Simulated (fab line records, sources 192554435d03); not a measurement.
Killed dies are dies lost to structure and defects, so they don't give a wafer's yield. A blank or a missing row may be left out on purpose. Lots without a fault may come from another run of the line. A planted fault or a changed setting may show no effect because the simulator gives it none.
Chamber matching | flow n5_finfet | N5_SD_EPI_P_ETCH_16 on rie_diel-05: 3 sister chambers
The step etches SiO2 in CHF3/O2, target depth 5 nm. 6 wafers are shown with their chamber, then 8 later ones without.

WAFERS WITH THEIR CHAMBER
wafer  | chamber | drypump_motor_current_A (A) | rf_vpp_V (V)
L085.2 | 1       | 5.5                         | 519
L086.6 | 1       | 5.5                         | 520
L088.2 | 2       | 5.8                         | 513
L088.3 | 3       | 5.2                         | 518
L088.6 | 2       | 5.8                         | 511
L091.1 | 3       | 5.3                         | 518

WAFERS WITHOUT THEIR CHAMBER
wafer  | drypump_motor_current_A (A) | rf_vpp_V (V)
L091.3 | 5.5                         | 520
L091.4 | 5.8                         | 510
L093.1 | 5.5                         | 519
L093.4 | 5.3                         | 517
L093.5 | 5.8                         | 511
L094.2 | 5.3                         | 518
L094.5 | 5.8                         | 512
L094.6 | 5.3                         | 516

WHICH CHAMBER EACH WENT THROUGH
wafer  | from the rows above | in truth
L091.3 | 1                   | 1
L091.4 | 2                   | 2
L093.1 | 1                   | 1
L093.4 | 3                   | 3
L093.5 | 2                   | 2
L094.2 | 3                   | 3
L094.5 | 2                   | 2
L094.6 | 3                   | 3
Placed correctly: 8 of 8. Can't be placed from these rows: 0. Placed wrongly: 0.
How it was worked out, from the rows above alone: a wafer's distance from a chamber is the root of the sum, over the readings, of the square of ((its reading less the chamber's mean) divided by the reading's scatter). The wafer belongs to the nearest chamber; if the next one is less than 2 further off, it can't be placed. A chamber's mean is the mean of its shown wafers. The scatter: the root of (the sum of the squares of (reading less its chamber's mean) over the shown wafers, divided by (wafers less chambers)).
